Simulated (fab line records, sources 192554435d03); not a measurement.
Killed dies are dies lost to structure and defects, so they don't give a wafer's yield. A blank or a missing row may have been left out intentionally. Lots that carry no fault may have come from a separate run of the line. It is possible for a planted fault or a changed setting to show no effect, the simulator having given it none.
Matching of chambers	flow n5-finfet	3 sister chambers for N5_BEOL_M2_CO_CAP_55 on cvd-co-01
The step material Co, precursor CCTBA/H2, target thk 2 nm, time 102.1 s. 3 wafers are shown with their chamber, then 12 later ones without.

WAFERS PAIRED WITH THEIR CHAMBERS
wafer	chamber	heater-power-w (W)
L087.1	2	252
L092.4	0	276
L092.5	1	247

WAFERS WITH NO CHAMBER GIVEN
wafer	heater-power-w (W)
L091.1	253
L091.3	242
L091.4	248
L093.1	287
L093.4	250
L093.5	245
L094.1	243
L094.2	283
L094.3	251
L094.4	277
L094.5	249
L094.6	243

WHICH CHAMBER EACH WENT THROUGH
wafer	from the rows above	in truth
L091.1	can't be placed: 2 or 1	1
L091.3	can't be placed: 1 or 2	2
L091.4	can't be placed: 1 or 2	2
L093.1	0	0
L093.4	can't be placed: 2 or 1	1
L093.5	can't be placed: 1 or 2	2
L094.1	can't be placed: 1 or 2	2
L094.2	0	0
L094.3	can't be placed: 2 or 1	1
L094.4	0	0
L094.5	can't be placed: 1 or 2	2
L094.6	can't be placed: 1 or 2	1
3 of 12 placed correctly. Not placeable from these rows: 9 (in 9, the candidates include the true chamber). Placed wrongly: 0.
How it was worked out, from the rows above alone: a wafer's distance from a chamber is the root of the sum, over the readings, of the square of ((its reading less the chamber's mean) divided by the reading's scatter). The wafer belongs to the nearest chamber; if the next one is less than 2 further off, it can't be placed. The mean given for a chamber averages the wafers shown for that chamber. The scatter: root of mean squared gap, hidden wafer to nearest shown wafer, with one shown wafer a chamber.
